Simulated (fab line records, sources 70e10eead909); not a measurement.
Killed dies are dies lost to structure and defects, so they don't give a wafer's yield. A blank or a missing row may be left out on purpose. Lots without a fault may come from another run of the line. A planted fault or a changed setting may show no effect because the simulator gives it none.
Tool commonality check | flow nand_harc | 2 lots, 6 wafers sampled

WHY IT WAS OPENED
At NHARC_END_SORT_01 the reading killed_dies is flagged on 2 of 2 lots. Wafers without a fault read 26, standard deviation 8.9.
Rule: a lot is flagged when every wafer of it that has a number lies more than 4 standard deviations from that mean, or none has a number. The other lots count as sound.

lot  | measured     | on        | killed_dies, wafer by wafer | flag
L403 | day 21 13:46 | prober-01 | 90 83 91                    | FLAGGED
L405 | day 21 14:36 | prober-02 | 73 68 62                    | FLAGGED
The numbers of the flagged lots are 78 on average: +52 against the usual, or +6 standard deviations.

WHICH TOOL RAN EACH LOT
The record holds 4 process steps before the reading, out of a route of 1159 steps. In each cell: the tool, then ch and the chambers that the sampled wafers went through, then the start.
lot  | flag    | NHARC_A_ONON_D1_DEP_09           | NHARC_A_BONDPAD_ETCH_12                       | NHARC_THIN_TSV_DEGAS_49      | NHARC_THIN_TSV_PVD_19
L403 | FLAGGED | pecvd_onon-03 ch 0, day 9 23:24  | rie_diel-11 ch 0,1,3, day 21 01:49 or earlier | pvd_sputter-03, day 21 01:49 | pvd_sputter-03, day 21 13:46 or earlier
L405 | FLAGGED | pecvd_onon-03 ch 0, day 10 06:53 | rie_diel-11 ch 1,2,3, day 21 02:54 or earlier | pvd_sputter-03, day 21 02:54 | pvd_sputter-03, day 21 14:36 or earlier
What these steps do:
- NHARC_A_ONON_D1_DEP_09: target thk 1000 nm.
- NHARC_A_BONDPAD_ETCH_12: etches the open film in CHF3/O2, target depth 220 nm, time 110 s.
- NHARC_THIN_TSV_DEGAS_49: time 120 s.
- NHARC_THIN_TSV_PVD_19: deposits TaN, target thk 20 nm.
- NHARC_END_SORT_01

FLAGGED OVER TOTAL, TOOL BY TOOL (the gauges that took the reading come last)
step                    | tool           | lots run | flagged | share of the flagged lots | sound lots run after its first flagged lot
NHARC_A_ONON_D1_DEP_09  | pecvd_onon-03  | 2        | 2       | all                       | 0
NHARC_A_BONDPAD_ETCH_12 | rie_diel-11    | 2        | 2       | all                       | 0
NHARC_THIN_TSV_DEGAS_49 | pvd_sputter-03 | 2        | 2       | all                       | 0
NHARC_THIN_TSV_PVD_19   | pvd_sputter-03 | 2        | 2       | all                       | 0
NHARC_END_SORT_01       | prober-01      | 1        | 1       | some                      | 0
NHARC_END_SORT_01       | prober-02      | 1        | 1       | some                      | 0
NHARC_A_BONDPAD_ETCH_12 gives no start for some lots, so the hours and the order of its lots are those of NHARC_THIN_TSV_DEGAS_49. NHARC_THIN_TSV_PVD_19 gives no start for some lots, so the hours and the order of its lots are those of NHARC_END_SORT_01.

WHAT THE TABLE ALLOWS
4 rows of the table ran every flagged lot: pecvd_onon-03 at NHARC_A_ONON_D1_DEP_09, rie_diel-11 at NHARC_A_BONDPAD_ETCH_12, pvd_sputter-03 at NHARC_THIN_TSV_DEGAS_49, pvd_sputter-03 at NHARC_THIN_TSV_PVD_19.
- pecvd_onon-03 at NHARC_A_ONON_D1_DEP_09: 2 of its 2 lots flagged. It ran no sound lot before its first flagged lot in this sample, so the start can't be narrowed down.
- rie_diel-11 at NHARC_A_BONDPAD_ETCH_12: 2 of its 2 lots flagged. It ran no sound lot before its first flagged lot in this sample, so the start can't be narrowed down.
- pvd_sputter-03 at NHARC_THIN_TSV_DEGAS_49: 2 of its 2 lots flagged. It ran no sound lot before its first flagged lot in this sample, so the start can't be narrowed down.
- pvd_sputter-03 at NHARC_THIN_TSV_PVD_19: 2 of its 2 lots flagged. It ran no sound lot before its first flagged lot in this sample, so the start can't be narrowed down.
Counting lots can't tell these 3 tools apart, because each fits a fault that began at some hour. More lots, or a look at what each step does to the wafer, might.

WHAT THE SIMULATOR HAD PUT IN
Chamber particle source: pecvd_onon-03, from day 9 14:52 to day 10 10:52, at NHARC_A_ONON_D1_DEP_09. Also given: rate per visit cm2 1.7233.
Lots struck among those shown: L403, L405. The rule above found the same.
